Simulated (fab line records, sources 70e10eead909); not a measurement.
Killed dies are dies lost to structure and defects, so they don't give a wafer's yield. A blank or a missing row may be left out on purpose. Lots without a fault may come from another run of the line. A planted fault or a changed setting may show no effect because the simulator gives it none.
Which tool did it? | flow nand_harc | 12 lots, 36 wafers sampled, at 4 steps of a route of 1302

WHAT THE GAUGES READ, wafer by wafer
NHARC_A_M1_CD_MEAS_16.
lot  | measured     | on        | cd_nm (nm)
L074 | day 23 14:48 | cd_sem-01 | 120.4 118.1 119.2
L077 | day 24 02:44 | cd_sem-03 | 118.6 119.5 118.1
L079 | day 24 13:50 | cd_sem-03 | 118.7 118.6 118.5
L081 | day 25 23:14 | cd_sem-02 | 120.5 120.3 122.3
L083 | day 26 08:52 | cd_sem-01 | 120.0 118.9 119.2
L086 | day 28 06:05 | cd_sem-03 | 121.5 120.6 120.6
L087 | day 28 09:59 | cd_sem-03 | 118.1 118.9 120.6
L088 | day 28 23:02 | cd_sem-02 | 119.2 120.5 119.8
L090 | day 29 17:11 | cd_sem-02 | 119.9 120.4 120.3
L093 | day 31 13:15 | cd_sem-02 | 119.4 119.7 117.9
L097 | day 31 17:59 | cd_sem-03 | 119.4 121.0 121.1
L096 | day 32 12:01 | cd_sem-01 | 119.7 119.3 121.2

WHICH TOOL RAN EACH LOT (tool, then ch and the chambers of the sampled wafers, then the start)
lot  | NHARC_A_CONTACT_ETCH_136             | NHARC_A_BLC_DEGAS_30         | NHARC_A_M0_ETCH_34
L074 | har_cap_etch-01 ch 0,1, day 23 01:49 | pvd_sputter-03, day 23 08:13 | rie_diel-10 ch 1,2,3, day 23 10:38
L077 | har_cap_etch-01 ch 0,1, day 23 13:39 | pvd_sputter-01, day 23 19:47 | rie_diel-09 ch 0,1,3, day 23 22:22
L079 | har_cap_etch-03 ch 0,1, day 24 00:28 | pvd_sputter-01, day 24 07:12 | rie_diel-12 ch 0,2,3, day 24 09:38
L081 | har_cap_etch-03 ch 0,1, day 25 10:06 | pvd_sputter-01, day 25 16:26 | rie_diel-10 ch 0,2, day 25 19:00
L083 | har_cap_etch-03 ch 1, day 25 19:28   | pvd_sputter-02, day 26 02:03 | rie_diel-09 ch 0,1,3, day 26 04:32
L086 | har_cap_etch-03 ch 0,1, day 27 16:31 | pvd_sputter-03, day 27 23:04 | rie_diel-12 ch 0,2, day 28 01:38
L087 | har_cap_etch-01 ch 0,1, day 27 19:09 | pvd_sputter-02, day 28 02:49 | rie_diel-09 ch 1,2,3, day 28 05:29
L088 | har_cap_etch-01 ch 0,1, day 28 10:08 | pvd_sputter-01, day 28 16:20 | rie_diel-12 ch 0,1, day 28 18:53
L090 | har_cap_etch-01 ch 0,1, day 29 04:08 | pvd_sputter-03, day 29 10:22 | rie_diel-12 ch 0,1, day 29 12:55
L093 | har_cap_etch-02 ch 0,1, day 30 23:41 | pvd_sputter-03, day 31 06:27 | rie_diel-10 ch 0,1,3, day 31 09:00
L097 | har_cap_etch-02 ch 0,1, day 31 04:56 | pvd_sputter-03, day 31 11:08 | rie_diel-09 ch 0,1,2, day 31 13:43
L096 | har_cap_etch-01 ch 0,1, day 31 22:40 | pvd_sputter-03, day 32 04:52 | rie_diel-12 ch 0,2,3, day 32 07:43
- NHARC_A_CONTACT_ETCH_136: etches the open film in C4F8/O2/Ar, time 311 s, target depth 1912 nm.
- NHARC_A_BLC_DEGAS_30: time 60 s.
- NHARC_A_M0_ETCH_34: etches the open film in N2/H2, target depth 40 nm, overetch 12 nm, time 43.94 s.

THE ANSWER, worked out from the rows above alone
Rule: what is usual is taken from the lots themselves. Put in order of their means at a reading, lots are off if they are a third of the lots or fewer, leave a main group of 4 or more, and stand apart from it by a gap of 3 or more times the standard deviation of the main group's means; of several such gaps the widest counts. A main group whose means are all the same, to the digits that the tables above print for the reading, isn't used. A lot without any number at a reading at which 4 lots or more have one is off too. The other lots that the step has rows for count as sound.
No lot is off at any reading shown: from this, nothing can be told.

WHAT THE SIMULATOR HAD PUT IN
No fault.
